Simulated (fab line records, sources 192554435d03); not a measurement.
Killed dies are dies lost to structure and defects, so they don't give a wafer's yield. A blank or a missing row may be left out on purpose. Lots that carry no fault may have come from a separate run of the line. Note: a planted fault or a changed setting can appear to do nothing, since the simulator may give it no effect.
Chamber matching -- flow n5-finfet -- pecvd-04 running N5_BEOL_M0_SAQP_PECVD_04: 3 sister chambers
The step deposits a-Si from SiH4/He, target thk 60 nm, time 60.2 s. 6 wafers are shown with their chamber, then 7 later ones without.

## WAFERS WITH THEIR CHAMBER
wafer,chamber,throttle-valve-pct (%),showerhead-plenum-p-Torr (Torr)
L086.3,2,18.4,5.64
L087.1,0,18.6,5.67
L087.3,2,18.7,5.63
L087.6,0,18.8,5.67
L088.2,1,20.1,5.71
L088.4,1,20.0,5.70

## WAFERS MISSING THEIR CHAMBER
wafer,throttle-valve-pct (%),showerhead-plenum-p-Torr (Torr)
L088.5,18.5,5.64
L094.1,20.1,5.71
L094.5,17.1,5.63
L094.6,18.8,5.68
L097.2,18.7,5.69
L097.3,17.4,5.63
L097.5,20.1,5.69

## WHICH CHAMBER EACH ONE RAN IN
wafer,from the rows above,in truth
L088.5,2,2
L094.1,1,1
L094.5,2,2
L094.6,0,0
L097.2,0,0
L097.3,2,2
L097.5,1,1
7 of 7 placed correctly. Can't be placed from these rows: 0. Wrongly placed: 0.
How it was worked out, from the rows above alone: a wafer's distance from a chamber is the root of the sum, over the readings, of the square of ((its reading less the chamber's mean) divided by the reading's scatter). The wafer belongs to the nearest chamber; if the next one is less than 2 further off, it can't be placed. The mean given for a chamber averages the wafers shown for that chamber. The scatter: the root of (the sum of the squares of (reading less its chamber's mean) over the shown wafers, divided by (wafers less chambers)).
